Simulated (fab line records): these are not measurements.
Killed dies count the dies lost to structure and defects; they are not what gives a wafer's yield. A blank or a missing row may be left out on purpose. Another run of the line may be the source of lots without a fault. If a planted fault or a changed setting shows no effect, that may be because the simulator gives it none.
Matching of chambers | flow n5Finfet | N5_BEOL_M14_DESCUM_33 on rieDiel-02 has 4 sister chambers
The step chemistry O2, time 7.9 s. 4 wafers are shown with their chamber, then 9 later ones without.

EACH WAFER AND ITS CHAMBER
wafer  | chamber | throttleValvePct (%)
L088.2 | 2       | 20.62
L088.3 | 3       | 20.74
L088.5 | 0       | 20.10
L088.6 | 1       | 20.53

WAFERS MISSING THEIR CHAMBER
wafer  | throttleValvePct (%)
L097.3 | 20.11
L097.4 | 20.76
L097.5 | 20.63
L091.1 | 20.12
L091.2 | 20.18
L091.3 | 20.77
L089.1 | 20.12
L089.2 | 20.76
L089.3 | 20.64

CHAMBER TAKEN BY EACH
wafer  | from the rows above | in truth
L097.3 | 0                   | 0
L097.4 | 3                   | 3
L097.5 | 2                   | 2
L091.1 | 0                   | 0
L091.2 | 0                   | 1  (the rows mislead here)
L091.3 | 3                   | 3
L089.1 | 0                   | 0
L089.2 | 3                   | 3
L089.3 | 2                   | 2
Placed correctly: 8 of 9. Can't be placed from these rows: 0. Number placed wrongly: 1.
How it was worked out, from the rows above alone: a wafer's distance from a chamber is the root of the sum, over the readings, of the square of ((its reading less the chamber's mean) divided by the reading's scatter). The wafer belongs to the nearest chamber; if the next one is less than 2 further off, it can't be placed. A chamber's mean is the mean of its shown wafers. The scatter (one wafer shown for each chamber): square how far every hidden wafer sits from the nearest shown wafer, average those squares and take the square root.
